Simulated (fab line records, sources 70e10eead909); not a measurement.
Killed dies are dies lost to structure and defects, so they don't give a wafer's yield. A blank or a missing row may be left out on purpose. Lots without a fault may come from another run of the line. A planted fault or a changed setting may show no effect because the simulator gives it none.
One fault seen from 3 desks | flow nand_harc | each desk has only its own numbers; what lay behind them comes last

THE DEFECT DESK
What the inspections along the route counted, lot by lot: means of the sampled wafers that have a number. A lot is out of limits, marked OUT, if its mean lies more than 4 standard deviations from the usual mean; the brackets give that distance.
Columns: A = raw_defect_count at NHARC_P_M1_INSPECT_11, usual 4.3
lot  | first seen here | A
L301 | day 6 09:37     | 8.3
L302 | day 6 13:13     | 3.0
L303 | day 7 06:14     | 2.3
L304 | day 7 07:54     | 3.0
L306 | day 8 09:44     | 3.0
L307 | day 8 17:10     | 6.0
L311 | day 10 05:56    | 4.0
L313 | day 11 04:01    | 3.3
L322 | day 15 10:24    | 3.7
L324 | day 16 06:56    | 3.3
This desk's finding: nothing out of limits on any of the 10 lots.

THE TOOL OWNER'S DESK: arfi_scanner-02
The tool's own readings at NHARC_P_M1_EXPOSE_06 (exposes mask P M1, target cd 130 nm): means of the sampled wafers that have a number, for each lot that ran on this tool. A lot is out of limits, marked OUT, if its mean lies more than 4 standard deviations from the usual mean; the brackets give that distance.
Columns: A = exposure_dose_mJ_cm2 at NHARC_P_M1_EXPOSE_06, usual 81.88
lot  | first seen here | A
L304 | day 7 07:38     | 81.90
L307 | day 8 16:53     | 81.89
L322 | day 15 10:08    | 73.61 (-94) OUT
L324 | day 16 06:40    | 74.00 (-90) OUT
This desk's finding: out of limits on L322, L324; first on L322, day 15 10:08 (exposure_dose_mJ_cm2 at NHARC_P_M1_EXPOSE_06). In limits: L304, L307.

THE METROLOGY DESK
What the gauges read, lot by lot, whatever tool the lot ran on: means of the sampled wafers that have a number. A lot is out of limits, marked OUT, if its mean lies more than 4 standard deviations from the usual mean; the brackets give that distance.
Columns: A = cd_nm at NHARC_P_M1_CD_MEAS_09, usual 130.0 nm; B = overlay_x_nm at NHARC_P_M1_OVL_MEAS_10, usual -0.1 nm; C = overlay_y_nm at NHARC_P_M1_OVL_MEAS_10, usual -0.1 nm
lot  | first seen here | A                | B              | C
L301 | day 6 09:29     | 129.6            | 1.4            | -0.7
L302 | day 6 13:06     | 130.0            | 0.1            | 0.6
L303 | day 7 06:07     | 130.1            | -2.5           | 0.6
L304 | day 7 07:47     | 130.1            | -0.3           | -1.0
L306 | day 8 09:37     | 129.1            | 0.7            | -1.7
L307 | day 8 17:02     | 131.0            | -0.2           | 0.0
L311 | day 10 05:49    | 130.7            | -0.6           | 0.5
L313 | day 11 03:54    | 131.0            | 0.2            | 0.8
L322 | day 15 10:16    | 123.8 (-9.2) OUT | 23.3 (+23) OUT | 0.4
L324 | day 16 06:49    | 123.3 (-9.9) OUT | 22.4 (+22) OUT | -0.2
This desk's finding: out of limits on L322, L324; first on L322, day 15 10:16 (cd_nm at NHARC_P_M1_CD_MEAS_09). In limits: L301, L302, L303, L304, L306, L307, L311, L313.

PUT TOGETHER
The tool owner's desk could have raised an alarm at day 15 10:08, on L322, L324.
The metrology desk could have raised an alarm at day 15 10:16, on L322, L324.
The defect desk saw nothing out of limits.
The defect desk has L322, L324 on record, within its limits.
Of the lots named, all ran NHARC_P_M1_EXPOSE_06 on arfi_scanner-02.

WHAT THE SIMULATOR HAD PUT IN
Scanner matching overlay: arfi_scanner-02, from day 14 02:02 on, at NHARC_P_M1_EXPOSE_06. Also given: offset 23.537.
Lots struck among those shown: L322, L324.
Hours from the fault's start to each desk's first reading out of limits: the tool owner's desk, 32; the metrology desk, 32.
